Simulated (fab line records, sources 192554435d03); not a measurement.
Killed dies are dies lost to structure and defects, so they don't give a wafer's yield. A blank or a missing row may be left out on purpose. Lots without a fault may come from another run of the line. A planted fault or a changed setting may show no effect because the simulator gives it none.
fab line records | flow n5_finfet
record lots=24 wafers=72 last_day=21
route steps=1938 shown BEOL_M5@1150
lots that met no fault: from a run of the same line without faults
start_h: hours from the record's first day to the start of the lot's first wafer shown | wait_h: hours since the lot's step before | " the same as in the row above | L1.1+2: a row that stands for several wafers | - no value, or no start given | * or withheld: withheld | < > ~ a bound
route shown NAME@n: a module of which the file shows steps, and the number in the route of the first | usual: mean/standard deviation of fault-free wafers | same: alike in all rows | chamber/n: place in a boat | sites: the reading at each site | _std_site: their standard deviation | _edge_site: outer sites' mean less inner sites' | radius_mm: how far each site lies from the wafer's centre | mask NAME#n: copy n | behind: the tool/chamber that last shaped the wafer | hold: why the lot was held/for how many hours/how that ended | device: the transistor (n, p or np) that didn't switch | end of line: the same wafers' tests at the end of the route | a step without rows: its recipe alone | killed: dies lost to structure and defects at the first sort, not the wafer's yield | map: a wafer's dies, x killed, . not, _ none there
set.NAME: the setting as run; set.NAME@STEP: as run at that earlier step | model.NAME: the simulator's own value behind a step, which no gauge read
steps of the route over a sample of lots; a table a step, a row a wafer
services: from which hour (start_h, from the record's first day; less than 0 if before it) a tool's chamber was out of use, for how many hours, and why
## steps
# step N5_BEOL_M5_INSPECT_30
# recipe mode=adi inspect_instrument=brightfield
# usual raw_defect_count=401/83
# columns lot.wafer tool chamber start_h wait_h raw_defect_count
L075.1 defect_inspect-02 - 234.59 0.1 475
L075.3 " - " " 465
L075.6 " - " " 402
L074.3 defect_inspect-01 - 239.18 0.0 501
L074.4 " - " " 406
L074.6 " - " " 377
L076.1 defect_inspect-01 - 254.40 0.1 391
L076.4 " - " " 325
L076.6 " - " " 390
L077.3 defect_inspect-01 - 261.47 0.0 404
L077.5 " - " " 384
L077.6 " - " " 305
L080.2 defect_inspect-01 - 270.16 0.0 408
L080.3 " - " " 371
L080.5 " - " " 409
L081.1 defect_inspect-01 - 270.25 0.1 353
L081.2 " - " " 468
L081.5 " - " " 350
L079.2 defect_inspect-01 - 279.58 0.0 284
L079.3 " - " " 318
L079.4 " - " " 457
L078.2 defect_inspect-01 - 285.85 0.1 672
L078.4 " - " " 486
L078.6 " - " " 601
L083.2 defect_inspect-01 - 291.42 0.0 478
L083.3 " - " " 412
L083.4 " - " " 415
L082.2 defect_inspect-02 - 291.56 0.0 445
L082.5 " - " " 407
L082.6 " - " " 444
L085.1 defect_inspect-02 - 298.86 0.1 273
L085.2 " - " " 298
L085.3 " - " " 362
L086.3 defect_inspect-01 - 304.91 0.0 299
L086.4 " - " " 280
L086.5 " - " " 304
L084.2 defect_inspect-01 - 316.03 0.0 294
L084.4 " - " " 385
L084.5 " - " " 410
L088.3 defect_inspect-02 - 322.23 0.0 571
L088.5 " - " " 526
L088.6 " - " " 602
L089.2 defect_inspect-02 - 325.45 0.0 316
L089.4 " - " " 379
L089.6 " - " " 481
L087.2 defect_inspect-02 - 328.46 0.0 322
L087.3 " - " " 482
L087.5 " - " " 337
L091.1 defect_inspect-02 - 331.36 0.1 318
L091.2 " - " " 288
L091.4 " - " " 373
L090.2 defect_inspect-01 - 349.77 0.0 350
L090.4 " - " " 417
L090.5 " - " " 366
L094.2 defect_inspect-01 - 356.51 0.0 452
L094.3 " - " " 464
L094.4 " - " " 288
L093.1 defect_inspect-01 - 356.69 0.1 291
L093.5 " - " " 322
L093.6 " - " " 326
L092.1 defect_inspect-02 - 358.69 0.1 602
L092.4 " - " " 431
L092.6 " - " " 400
L096.2 defect_inspect-01 - 378.44 0.0 298
L096.3 " - " " 327
L096.4 " - " " 338
L097.1 defect_inspect-02 - 380.38 0.1 541
L097.2 " - " " 476
L097.4 " - " " 338
L095.2 defect_inspect-01 - 407.38 0.0 462
L095.3 " - " " 366
L095.5 " - " " 326
# step N5_BEOL_M5_DESCUM_33
# recipe chemistry=O2 time_s=7 source_power_w=50 bias_power_w=20 pressure_mtorr=20 rf_frequency_hz=2.712e+07 temp_c=40 resist=CAR-EUV o2_flow_sccm=225
# usual drypump_motor_current_A=5.7/0.35 oes_product_au=0.81/0.09 rf_vpp_V=243.1/1.6 showerhead_plenum_p_Torr=2.09/0.086 throttle_valve_pct=20.35/0.28
# columns lot.wafer tool chamber start_h wait_h drypump_motor_current_A oes_product_au rf_hours_counter_h rf_vpp_V showerhead_plenum_p_Torr throttle_valve_pct
L075.1 rie_diel-02 0 234.92 0.3 5.8 0.67 250 243.2 2.08 20.84
L075.3 " 1 " " 5.4 0.78 135 242.0 2.02 20.24
L075.6 " 1 " " 5.4 0.79 - 242.2 2.02 20.23
L074.3 rie_diel-02 1 239.45 0.3 5.4 0.77 137 242.2 2.02 20.26
L074.4 " 3 " " 5.8 0.73 - 245.2 2.19 20.61
L074.6 " 2 " " 5.7 0.76 - 242.1 1.93 20.54
L076.1 rie_diel-06 2 254.85 0.4 5.2 0.87 42 243.8 2.11 19.85
L076.4 " 0 " " 6.2 0.79 105 244.0 2.11 20.28
L076.6 " 0 " " 6.2 0.80 - 243.2 2.11 20.30
L077.3 rie_diel-02 2 261.94 0.5 5.7 0.75 162 239.8 1.92 20.54
L077.5 " 2 " " 5.7 0.75 - 240.5 1.92 20.54
L077.6 " 1 " " 5.4 0.76 - 241.5 2.02 20.26
L080.2 rie_diel-03 0 270.30 0.1 6.2 0.79 140 243.7 2.12 20.29
L080.3 " 2 " " 6.3 0.84 82 244.9 2.20 20.21
L080.5 " 1 " " 5.7 0.70 - 243.0 2.17 21.14
L081.1 rie_diel-03 1 270.68 0.4 5.8 0.70 242 243.2 2.17 21.14
L081.2 " 3 " " 5.2 0.87 54 244.4 2.18 20.06
L081.5 " 2 " " 6.3 0.84 - 246.2 2.20 20.23
L079.2 rie_diel-02 1 279.61 0.0 5.4 0.77 152 241.8 2.02 20.28
L079.3 " 0 " " 5.8 0.98 10 242.6 2.07 20.51
L079.4 " 3 " " 5.9 0.73 198 243.3 2.19 20.65
L078.2 rie_diel-02 3 285.88 0.0 5.9 0.71 200 245.1 2.19 20.67
L078.4 " 1 " " 5.4 0.75 154 240.5 2.02 20.29
L078.6 " 2 " " 5.7 0.74 - 240.4 1.92 20.55
L083.2 rie_diel-02 2 291.63 0.2 5.7 0.75 171 240.6 1.92 20.56
L083.3 " 0 " " 5.8 0.96 15 241.1 2.07 20.52
L083.4 " 1 " " 5.4 0.76 156 241.6 2.01 20.27
L082.2 rie_diel-03 0 292.12 0.6 6.2 0.79 147 242.3 2.12 20.31
L082.5 " 3 " " 5.2 0.85 - 245.6 2.18 20.08
L082.6 " 2 " " 6.3 0.83 - 244.6 2.19 20.25
L085.1 rie_diel-06 3 298.97 0.1 5.4 0.86 64 240.3 2.00 20.13
L085.2 " 0 " " 6.2 0.77 124 243.6 2.10 20.31
L085.3 " 1 " " 5.5 1.04 1 244.0 2.14 20.00
L086.3 rie_diel-06 0 305.10 0.2 6.2 0.77 125 244.3 2.10 20.31
L086.4 " 1 " " 5.5 1.02 3 242.5 2.14 20.01
L086.5 " 1 " " 5.5 1.01 - 243.5 2.14 20.00
L084.2 rie_diel-02 2 316.06 0.0 5.7 0.74 179 240.6 1.92 20.58
L084.4 " 3 " " 5.9 0.73 211 244.4 2.18 20.68
L084.5 " 2 " " 5.7 0.74 - 239.6 1.92 20.57
L088.3 rie_diel-03 0 322.45 0.2 6.1 0.77 158 245.1 2.11 20.30
L088.5 " 3 " " 5.2 0.85 - 245.4 2.18 20.08
L088.6 " 2 " " 6.3 0.82 - 245.1 2.19 20.26
L089.2 rie_diel-03 3 325.66 0.2 5.2 0.84 73 244.6 2.18 20.11
L089.4 " 2 " " 6.2 0.82 102 243.9 2.19 20.25
L089.6 " 2 " " 6.3 0.81 - 244.6 2.19 20.25
L087.2 rie_diel-06 1 328.92 0.5 5.5 0.98 10 244.5 2.14 19.99
L087.3 " 0 " " 6.2 0.77 133 242.3 2.10 20.33
L087.5 " 3 " " 5.4 0.84 - 243.1 2.00 20.15
L091.1 rie_diel-06 2 331.39 0.0 5.2 0.82 68 244.6 2.10 19.90
L091.2 " 0 " " 6.2 0.77 134 242.4 2.10 20.32
L091.4 " 3 " " 5.4 0.85 74 243.3 2.00 20.16
L090.2 rie_diel-06 3 349.91 0.1 5.4 0.84 79 241.7 2.00 20.15
L090.4 " 1 " " 5.5 0.97 16 244.5 2.13 20.02
L090.5 " 2 " " 5.2 0.82 - 244.4 2.10 19.91
L094.2 rie_diel-02 3 356.55 0.0 5.9 0.71 223 243.5 2.18 20.70
L094.3 " 1 " " 5.4 0.73 178 242.2 2.01 20.30
L094.4 " 2 " " 5.7 0.73 192 238.7 1.91 20.59
L093.1 rie_diel-03 2 356.94 0.3 6.3 0.82 113 246.2 2.18 20.26
L093.5 " 2 " " 6.3 0.81 - 245.2 2.18 20.27
L093.6 " 1 " " 5.8 0.97 - 244.6 2.16 20.78
L092.1 rie_diel-06 1 358.72 0.0 5.5 0.98 18 245.1 2.13 20.02
L092.4 " 3 " " 5.4 0.84 82 242.2 2.00 20.18
L092.6 " 3 " " 5.4 0.84 - 242.6 2.00 20.17
L096.2 rie_diel-02 3 378.73 0.3 5.9 0.70 229 244.4 2.18 20.70
L096.3 " 2 " " 5.6 0.72 198 241.6 1.91 20.60
L096.4 " 1 " " 5.4 0.73 186 242.7 2.00 20.32
L097.1 rie_diel-02 1 380.41 0.0 5.4 0.73 186 241.9 2.00 20.31
L097.2 " 0 " " 5.8 0.90 43 242.3 2.06 20.56
L097.4 " 2 " " 5.6 0.72 198 239.8 1.91 20.60
L095.2 rie_diel-06 3 407.49 0.1 5.4 0.82 96 244.2 1.99 20.18
L095.3 " 2 " " 5.2 0.80 90 242.8 2.09 19.93
L095.5 " 3 " " 5.4 0.82 - 242.7 1.99 20.21
# step N5_BEOL_M5_ETCH_68
# recipe chemistry=N2/H2 target=SOC target_depth_a=800 overetch_a=160 mask_material=SiARC temp_c=40 time_s=120 ion_energy_ev=200 pressure_mtorr=30 source_w=840 bias_w=150 n2_flow_sccm=200 h2_flow_sccm=200
# usual drypump_motor_current_A=5.7/0.35 oes_product_au=0.62/0.065 rf_vpp_V=524/3 showerhead_plenum_p_Torr=2.53/0.11 throttle_valve_pct=17.71/0.25
# columns lot.wafer tool chamber start_h wait_h drypump_motor_current_A oes_product_au rf_hours_counter_h rf_vpp_V showerhead_plenum_p_Torr throttle_valve_pct
L075.1 rie_diel-02 0 235.00 0.0 5.7 0.51 250 523 2.53 18.40
L075.3 " 1 " " 5.4 0.59 135 520 2.46 17.72
L075.6 " 1 " " 5.4 0.59 - 521 2.46 17.69
L074.3 rie_diel-02 1 239.53 0.0 5.4 0.59 137 521 2.46 17.71
L074.4 " 3 " " 5.9 0.56 - 526 2.63 17.83
L074.6 " 2 " " 5.7 0.58 - 519 2.31 17.67
L076.1 rie_diel-06 2 254.93 0.0 5.2 0.65 42 525 2.59 17.47
L076.4 " 0 " " 6.2 0.60 105 526 2.53 17.34
L076.6 " 0 " " 6.2 0.59 - 525 2.53 17.35
L077.3 rie_diel-02 2 262.02 0.0 5.7 0.58 162 518 2.31 17.68
L077.5 " 2 " " 5.7 0.59 - 519 2.31 17.68
L077.6 " 1 " " 5.4 0.58 - 520 2.46 17.71
L080.2 rie_diel-03 0 270.38 0.0 6.2 0.60 140 523 2.55 17.44
L080.3 " 2 " " 6.3 0.65 82 526 2.70 17.83
L080.5 " 1 " " 5.8 0.52 - 526 2.59 18.32
L081.1 rie_diel-03 1 270.76 0.0 5.8 0.52 242 526 2.59 18.32
L081.2 " 3 " " 5.2 0.66 54 528 2.70 17.84
L081.5 " 2 " " 6.3 0.63 - 528 2.70 17.82
L079.2 rie_diel-02 1 279.69 0.0 5.4 0.58 152 521 2.45 17.74
L079.3 " 0 " " 5.8 0.73 10 522 2.52 17.98
L079.4 " 3 " " 5.9 0.55 199 526 2.63 17.84
L078.2 rie_diel-02 3 285.96 0.0 5.8 0.55 200 525 2.63 17.83
L078.4 " 1 " " 5.4 0.58 154 522 2.45 17.74
L078.6 " 2 " " 5.6 0.57 - 518 2.31 17.69
L083.2 rie_diel-02 2 291.71 0.0 5.7 0.57 171 517 2.31 17.70
L083.3 " 0 " " 5.8 0.72 15 522 2.52 17.99
L083.4 " 1 " " 5.4 0.58 156 521 2.45 17.74
L082.2 rie_diel-03 0 292.20 0.0 6.2 0.59 147 525 2.54 17.48
L082.5 " 3 " " 5.2 0.66 - 527 2.70 17.86
L082.6 " 2 " " 6.2 0.63 - 528 2.70 17.84
L085.1 rie_diel-06 3 299.05 0.0 5.4 0.64 64 521 2.45 17.52
L085.2 " 0 " " 6.2 0.59 124 524 2.52 17.37
L085.3 " 1 " " 5.5 0.77 1 526 2.59 17.30
L086.3 rie_diel-06 0 305.18 0.0 6.2 0.59 125 525 2.52 17.36
L086.4 " 1 " " 5.5 0.77 3 526 2.59 17.31
L086.5 " 1 " " 5.5 0.77 - 526 2.59 17.31
L084.2 rie_diel-02 2 316.14 0.0 5.7 0.57 179 519 2.30 17.72
L084.4 " 3 " " 5.9 0.54 211 526 2.62 17.86
L084.5 " 2 " " 5.7 0.57 - 517 2.30 17.71
L088.3 rie_diel-03 0 322.53 0.0 6.1 0.58 158 525 2.54 17.47
L088.5 " 3 " " 5.2 0.66 - 527 2.70 17.88
L088.6 " 2 " " 6.2 0.62 - 527 2.69 17.85
L089.2 rie_diel-03 3 325.74 0.0 5.2 0.64 73 525 2.70 17.90
L089.4 " 2 " " 6.2 0.63 102 527 2.69 17.84
L089.6 " 2 " " 6.3 0.62 - 527 2.69 17.84
L087.2 rie_diel-06 1 329.00 0.0 5.5 0.74 10 525 2.59 17.31
L087.3 " 0 " " 6.3 0.58 133 524 2.52 17.41
L087.5 " 3 " " 5.4 0.64 - 522 2.45 17.55
L091.1 rie_diel-06 2 331.47 0.0 5.2 0.64 68 525 2.58 17.49
L091.2 " 0 " " 6.2 0.58 134 525 2.52 17.40
L091.4 " 3 " " 5.4 0.64 74 523 2.45 17.54
L090.2 rie_diel-06 3 349.99 0.0 5.4 0.63 79 521 2.45 17.53
L090.4 " 1 " " 5.5 0.72 16 526 2.59 17.30
L090.5 " 2 " " 5.2 0.63 - 525 2.58 17.51
L094.2 rie_diel-02 3 356.63 0.0 5.9 0.54 223 526 2.62 17.88
L094.3 " 1 " " 5.4 0.57 178 520 2.44 17.76
L094.4 " 2 " " 5.7 0.56 192 518 2.30 17.73
L093.1 rie_diel-03 2 357.02 0.0 6.3 0.62 113 527 2.69 17.88
L093.5 " 2 " " 6.3 0.61 - 527 2.69 17.88
L093.6 " 1 " " 5.8 0.73 - 526 2.58 17.91
L092.1 rie_diel-06 1 358.80 0.0 5.5 0.72 18 525 2.59 17.33
L092.4 " 3 " " 5.4 0.63 82 521 2.45 17.54
L092.6 " 3 " " 5.4 0.63 - 522 2.45 17.55
L096.2 rie_diel-02 3 378.81 0.0 5.9 0.54 229 524 2.61 17.91
L096.3 " 2 " " 5.7 0.56 198 517 2.29 17.74
L096.4 " 1 " " 5.4 0.56 186 520 2.44 17.77
L097.1 rie_diel-02 1 380.49 0.0 5.4 0.56 186 520 2.44 17.79
L097.2 " 0 " " 5.7 0.67 43 521 2.51 18.04
L097.4 " 2 " " 5.7 0.55 198 517 2.29 17.76
L095.2 rie_diel-06 3 407.57 0.0 5.4 0.61 96 520 2.44 17.58
L095.3 " 2 " " 5.2 0.61 90 524 2.57 17.54
L095.5 " 3 " " 5.4 0.62 - 521 2.44 17.58
# step N5_BEOL_M5_STRIP_91
# recipe chemistry=N2/H2 time_s=10 power_w=450 temp_c=40 pressure_mtorr=20 rf_frequency_hz=6e+07 bias_power_w=7 n2_flow_sccm=200 h2_flow_sccm=200
# usual drypump_motor_current_A=5.7/0.35 oes_product_au=0.81/0.09 rf_vpp_V=59.1/0.92 showerhead_plenum_p_Torr=2.53/0.11 throttle_valve_pct=23.5/0.4
# columns lot.wafer tool chamber start_h wait_h drypump_motor_current_A oes_product_au rf_hours_counter_h rf_vpp_V showerhead_plenum_p_Torr throttle_valve_pct
L075.1 rie_diel-02 0 - - 5.8 0.67 250 60.0 2.52 24.5
L075.3 " 1 " " 5.4 0.78 135 59.9 2.46 23.5
L075.6 " 1 " " 5.4 0.77 - 58.7 2.46 23.5
L074.3 rie_diel-02 1 - - 5.4 0.78 137 59.2 2.46 23.5
L074.4 " 3 " " 5.9 0.74 - 59.0 2.63 23.7
L074.6 " 2 " " 5.7 0.76 - 58.3 2.31 23.4
L076.1 rie_diel-06 2 - - 5.2 0.86 42 59.5 2.59 23.3
L076.4 " 0 " " 6.2 0.79 106 58.5 2.53 23.0
L076.6 " 0 " " 6.2 0.79 - 60.4 2.53 23.0
L077.3 rie_diel-02 2 - - 5.7 0.75 162 58.7 2.30 23.4
L077.5 " 2 " " 5.7 0.75 - 58.4 2.30 23.5
L077.6 " 1 " " 5.4 0.76 - 58.7 2.45 23.6
L080.2 rie_diel-03 0 - - 6.2 0.80 140 60.4 2.54 23.2
L080.3 " 2 " " 6.3 0.84 82 58.4 2.70 23.8
L080.5 " 1 " " 5.8 0.69 - 58.3 2.59 24.3
L081.1 rie_diel-03 1 - - 5.8 0.70 243 59.9 2.59 24.3
L081.2 " 3 " " 5.2 0.86 54 60.1 2.70 23.8
L081.5 " 2 " " 6.3 0.84 - 61.3 2.70 23.8
L079.2 rie_diel-02 1 - - 5.4 0.76 152 59.0 2.45 23.5
L079.3 " 0 " " 5.8 0.98 11 58.3 2.52 24.2
L079.4 " 3 " " 5.9 0.73 199 59.2 2.62 23.7
L078.2 rie_diel-02 3 - - 5.9 0.72 200 60.0 2.62 23.7
L078.4 " 1 " " 5.4 0.75 154 57.7 2.45 23.5
L078.6 " 2 " " 5.7 0.74 - 57.6 2.30 23.5
L083.2 rie_diel-02 2 - - 5.7 0.75 171 59.2 2.30 23.5
L083.3 " 0 " " 5.8 0.97 15 58.0 2.52 24.2
L083.4 " 1 " " 5.4 0.75 156 58.1 2.45 23.5
L082.2 rie_diel-03 0 - - 6.2 0.78 147 59.3 2.54 23.2
L082.5 " 3 " " 5.2 0.85 - 61.5 2.70 23.8
L082.6 " 2 " " 6.3 0.82 - 60.2 2.69 23.8
L085.1 rie_diel-06 3 - - 5.5 0.88 64 58.3 2.45 23.1
L085.2 " 0 " " 6.3 0.78 124 60.9 2.52 23.0
L085.3 " 1 " " 5.5 1.03 1 59.1 2.59 22.9
L086.3 rie_diel-06 0 - - 6.2 0.78 126 59.5 2.52 23.0
L086.4 " 1 " " 5.4 1.03 3 59.1 2.59 22.9
L086.5 " 1 " " 5.5 1.03 - 58.1 2.59 23.0
L084.2 rie_diel-02 2 - - 5.6 0.74 179 57.8 2.30 23.5
L084.4 " 3 " " 5.9 0.72 211 59.0 2.62 23.7
L084.5 " 2 " " 5.7 0.74 - 57.6 2.30 23.5
L088.3 rie_diel-03 0 - - 6.2 0.78 158 58.4 2.54 23.1
L088.5 " 3 " " 5.2 0.85 - 58.9 2.69 23.8
L088.6 " 2 " " 6.3 0.82 - 60.2 2.69 23.8
L089.2 rie_diel-03 3 - - 5.2 0.85 73 57.2 2.69 23.8
L089.4 " 2 " " 6.3 0.82 102 58.9 2.69 23.8
L089.6 " 2 " " 6.3 0.82 - 60.1 2.69 23.8
L087.2 rie_diel-06 1 - - 5.5 0.98 10 58.7 2.59 22.9
L087.3 " 0 " " 6.2 0.76 133 58.1 2.51 23.0
L087.5 " 3 " " 5.4 0.84 - 57.4 2.45 23.1
L091.1 rie_diel-06 2 - - 5.2 0.82 68 58.7 2.58 23.3
L091.2 " 0 " " 6.2 0.76 134 58.5 2.51 23.0
L091.4 " 3 " " 5.5 0.85 74 58.6 2.44 23.1
L090.2 rie_diel-06 3 - - 5.4 0.84 79 58.4 2.44 23.1
L090.4 " 1 " " 5.5 0.97 16 58.5 2.58 23.0
L090.5 " 2 " " 5.2 0.82 - 59.7 2.58 23.3
L094.2 rie_diel-02 3 - - 5.8 0.71 223 60.0 2.61 23.8
L094.3 " 1 " " 5.4 0.73 178 58.3 2.44 23.6
L094.4 " 2 " " 5.6 0.73 192 58.1 2.29 23.5
L093.1 rie_diel-03 2 - - 6.3 0.80 113 59.8 2.68 23.8
L093.5 " 2 " " 6.3 0.81 - 60.1 2.68 23.8
L093.6 " 1 " " 5.8 0.96 - 59.9 2.58 23.9
L092.1 rie_diel-06 1 - - 5.5 0.96 18 57.6 2.58 22.9
L092.4 " 3 " " 5.4 0.84 82 59.3 2.44 23.1
L092.6 " 3 " " 5.4 0.83 - 58.8 2.44 23.1
L096.2 rie_diel-02 3 - - 5.9 0.71 229 59.9 2.61 23.7
L096.3 " 2 " " 5.7 0.73 198 60.7 2.29 23.5
L096.4 " 1 " " 5.4 0.73 186 58.0 2.44 23.6
L097.1 rie_diel-02 1 - - 5.4 0.73 186 58.7 2.44 23.6
L097.2 " 0 " " 5.8 0.89 44 58.3 2.50 24.2
L097.4 " 2 " " 5.7 0.72 198 57.3 2.29 23.5
L095.2 rie_diel-06 3 - - 5.4 0.82 96 58.7 2.44 23.2
L095.3 " 2 " " 5.2 0.79 90 58.4 2.57 23.3
L095.5 " 3 " " 5.4 0.82 - 57.8 2.44 23.1
# step N5_BEOL_M5_SPUTTER_90
# recipe material=Cu target_thk_a=45 temp_c=-20 chamber_pressure_pa=0.07 power_w=withheld time_s=8.29
# usual chamber_pressure_pa=0.07/0.00015 throttle_valve_pct=30.3/0.6
# columns lot.wafer tool chamber start_h wait_h chamber_pressure_pa throttle_valve_pct
L075.1 pvd_sputter-01 - 241.11 0.5 0.06985 30.7
L075.3 " - " " 0.07005 30.0
L075.6 " - " " 0.07024 30.5
L074.3 pvd_sputter-01 - 246.16 0.5 0.0701 30.4
L074.4 " - " " 0.06983 29.7
L074.6 " - " " 0.06998 29.9
L076.1 pvd_sputter-01 - 261.77 0.5 0.07006 29.7
L076.4 " - " " 0.07012 30.3
L076.6 " - " " 0.07009 30.7
L077.3 pvd_sputter-03 - 269.24 0.5 0.06975 29.2
L077.5 " - " " 0.06998 29.0
L077.6 " - " " 0.07003 30.2
L080.2 pvd_sputter-03 - 276.33 0.5 0.06983 32.0
L080.3 " - " " 0.07016 29.4
L080.5 " - " " 0.06999 30.2
L081.1 pvd_sputter-02 - 276.70 0.5 0.06975 30.2
L081.2 " - " " 0.07005 30.3
L081.5 " - " " 0.07005 30.9
L079.2 pvd_sputter-01 - 288.31 2.8 0.06992 30.3
L079.3 " - " " 0.07005 30.1
L079.4 " - " " 0.07013 29.6
L078.2 pvd_sputter-03 - 292.18 0.5 0.07018 30.1
L078.4 " - " " 0.06994 30.7
L078.6 " - " " 0.06984 29.4
L083.2 pvd_sputter-01 - 297.83 0.5 0.07034 30.0
L083.3 " - " " 0.07005 30.3
L083.4 " - " " 0.06994 30.5
L082.2 pvd_sputter-02 - 299.25 0.5 0.06955 30.8
L082.5 " - " " 0.06997 30.2
L082.6 " - " " 0.07019 30.5
L085.1 pvd_sputter-02 - 305.04 0.5 0.07005 30.1
L085.2 " - " " 0.06997 29.6
L085.3 " - " " 0.07021 31.0
L086.3 pvd_sputter-02 - 311.58 0.5 0.0698 30.3
L086.4 " - " " 0.07002 30.7
L086.5 " - " " 0.07003 30.1
L084.2 pvd_sputter-02 - 322.34 0.5 0.06995 29.6
L084.4 " - " " 0.06993 30.2
L084.5 " - " " 0.07004 30.4
L088.3 pvd_sputter-02 - 328.93 0.5 0.0697 30.8
L088.5 " - " " 0.07 29.6
L088.6 " - " " 0.0697 30.5
L089.2 pvd_sputter-01 - 331.68 0.5 0.06994 30.1
L089.4 " - " " 0.06982 30.2
L089.6 " - " " 0.0699 30.1
L087.2 pvd_sputter-02 - 335.34 0.5 0.07018 30.9
L087.3 " - " " 0.07002 30.2
L087.5 " - " " 0.07026 29.7
L091.1 pvd_sputter-03 - 337.69 0.5 0.06981 30.6
L091.2 " - " " 0.06976 30.3
L091.4 " - " " 0.06987 31.9
L090.2 pvd_sputter-01 - 357.47 0.5 0.07017 30.1
L090.4 " - " " 0.07007 30.2
L090.5 " - " " 0.06998 31.2
L093.1 pvd_sputter-02 - 363.15 0.5 0.07016 29.7
L093.5 " - " " 0.07009 30.1
L093.6 " - " " 0.06999 29.8
L094.2 pvd_sputter-03 - 363.17 0.5 0.06986 30.6
L094.3 " - " " 0.07015 29.2
L094.4 " - " " 0.07006 30.4
L092.1 pvd_sputter-02 - 367.82 0.5 0.07011 30.9
L092.4 " - " " 0.07007 30.4
L092.6 " - " " 0.06978 30.4
L096.2 pvd_sputter-01 - 385.55 0.5 0.0699 30.8
L096.3 " - " " 0.06986 29.9
L096.4 " - " " 0.06997 30.3
L097.1 pvd_sputter-02 - 386.89 0.5 0.07006 30.6
L097.2 " - " " 0.06978 29.9
L097.4 " - " " 0.06958 30.7
L095.2 pvd_sputter-03 - 415.18 0.5 0.07016 31.9
L095.3 " - " " 0.06981 29.9
L095.5 " - " " 0.06992 30.3
# step N5_BEOL_M5_DEP_56
# recipe material=SiCN target_thk_a=80 temp_c=withheld precursor=3MS/NH3 pressure_torr=3 rf_w=202 time_s=14
# usual showerhead_plenum_p_Torr=3.662/0.01 throttle_valve_pct=8.9/0.58
# columns lot.wafer tool chamber start_h wait_h showerhead_plenum_p_Torr since_wet_clean_h throttle_valve_pct
L075.1 pecvd-02 1 242.36 0.0 3.672 1671 9.2
L075.3 " 0 " " 3.649 946 9.1
L075.6 " 0 " " 3.666 - 8.9
L074.3 pecvd-02 0 247.15 0.0 3.653 951 8.9
L074.4 " 0 " " 3.653 - 9.0
L074.6 " 1 " " 3.678 - 9.2
L076.1 pecvd-03 2 262.81 0.0 3.647 31 8.0
L076.4 " 0 " " 3.673 - 8.9
L076.6 " 1 " " 3.659 - 9.4
L077.3 pecvd-04 2 270.24 0.0 3.663 578 8.4
L077.5 " 2 " " 3.661 - 8.8
L077.6 " 0 " " 3.647 - 9.1
L080.2 pecvd-02 1 277.52 0.0 3.674 1706 9.2
L080.3 " 0 " " 3.656 981 8.9
L080.5 " 0 " " 3.654 - 9.0
L081.1 pecvd-03 1 277.94 0.0 3.670 1526 9.6
L081.2 " 2 " " 3.642 47 8.3
L081.5 " 1 " " 3.661 - 9.4
L079.2 pecvd-02 2 289.30 0.0 3.654 239 8.4
L079.3 " 0 " " 3.659 993 8.7
L079.4 " 0 " " 3.655 - 9.0
L078.2 pecvd-02 1 293.17 0.0 3.673 1722 9.2
L078.4 " 0 " " 3.661 - 8.8
L078.6 " 1 " " 3.673 - 9.4
L083.2 pecvd-04 0 299.02 0.0 3.654 1365 8.9
L083.3 " 1 " " 3.681 2090 9.9
L083.4 " 0 " " 3.654 - 8.9
L082.2 pecvd-02 1 300.24 0.0 3.674 1729 9.1
L082.5 " 0 " " 3.653 - 9.2
L082.6 " 2 " " 3.660 - 8.3
L085.1 pecvd-03 1 306.09 0.0 3.666 1554 9.8
L085.2 " 0 " " 3.667 829 9.1
L085.3 " 2 " " 3.645 75 8.6
L086.3 pecvd-04 2 312.97 0.0 3.668 - 8.5
L086.4 " 1 " " 3.677 - 10.2
L086.5 " 1 " " 3.667 - 9.9
L084.2 pecvd-03 1 323.33 0.0 3.664 1571 9.5
L084.4 " 1 " " 3.668 - 9.5
L084.5 " 2 " " 3.650 - 8.0
L088.3 pecvd-03 1 329.92 0.0 3.661 1578 9.8
L088.5 " 1 " " 3.674 - 9.2
L088.6 " 2 " " 3.649 - 8.0
L089.2 pecvd-02 1 332.67 0.0 3.676 1762 9.5
L089.4 " 2 " " 3.664 - 8.1
L089.6 " 1 " " 3.676 - 9.3
L087.2 pecvd-04 0 337.32 0.0 3.664 1404 8.8
L087.3 " 2 " " 3.660 645 8.2
L087.5 " 0 " " 3.657 - 9.0
L091.1 pecvd-02 1 340.48 0.0 3.674 1769 9.1
L091.2 " 2 " " 3.663 290 8.2
L091.4 " 0 " " 3.657 - 9.2
L090.2 pecvd-03 1 358.51 0.0 3.670 1606 9.6
L090.4 " 2 " " 3.639 - 8.2
L090.5 " 1 " " 3.672 - 9.3
L093.1 pecvd-02 1 364.26 0.0 3.678 1793 9.3
L093.5 " 0 " " 3.654 - 8.9
L093.6 " 1 " " 3.658 - 9.4
L094.2 pecvd-04 2 364.36 0.0 3.673 672 8.4
L094.3 " 1 " " 3.669 2156 10.2
L094.4 " 0 " " 3.651 - 8.7
L092.1 pecvd-03 0 368.88 0.0 3.661 892 9.1
L092.4 " 1 " " 3.665 - 9.4
L092.6 " 0 " " 3.672 - 9.2
L096.2 pecvd-03 1 386.55 0.0 3.668 1634 9.7
L096.3 " 0 " " 3.667 909 9.0
L096.4 " 0 " " 3.675 - 9.0
L097.1 pecvd-03 0 388.11 0.0 3.658 911 9.0
L097.2 " 1 " " 3.669 1636 9.5
L097.4 " 2 " " 3.637 - 8.3
L095.2 pecvd-04 0 416.19 0.0 3.652 1483 8.6
L095.3 " 2 " " 3.674 - 8.7
L095.5 " 0 " " 3.665 - 8.8
## services
# columns tool chamber start_h hours kind
rie_diel-02 0 216.37 5.1 repair
rie_diel-02 0 235.97 - clean
rie_diel-02 0 235.97 - consumable_replace:focus_ring
rie_diel-02 0 235.97 14.4 scheduled_down
rie_diel-02 0 235.97 14.4 vent_cycle
pecvd-03 2 238.13 4.2 repair
pecvd-04 - 242.72 14.6 pm
pecvd-03 - 251.82 0.4 repair
rie_diel-06 1 270.24 - clean
rie_diel-06 1 270.24 - consumable_replace:focus_ring
rie_diel-06 1 270.24 24.8 scheduled_down
rie_diel-06 1 270.24 24.8 vent_cycle
rie_diel-03 1 291.62 - clean
rie_diel-03 1 291.62 - consumable_replace:focus_ring
rie_diel-03 1 291.62 13.8 scheduled_down
rie_diel-03 1 291.62 13.8 vent_cycle
rie_diel-03 1 329.37 6.6 repair
rie_diel-03 1 340.94 8.2 repair
rie_diel-03 0 353.27 4.3 repair
pecvd-04 0 377.57 5.4 repair
rie_diel-02 0 384.42 8.9 repair
pecvd-02 - 400.28 6.0 pm
rie_diel-02 1 402.36 6.6 repair
rie_diel-02 2 408.53 8.2 repair
## key
fault none
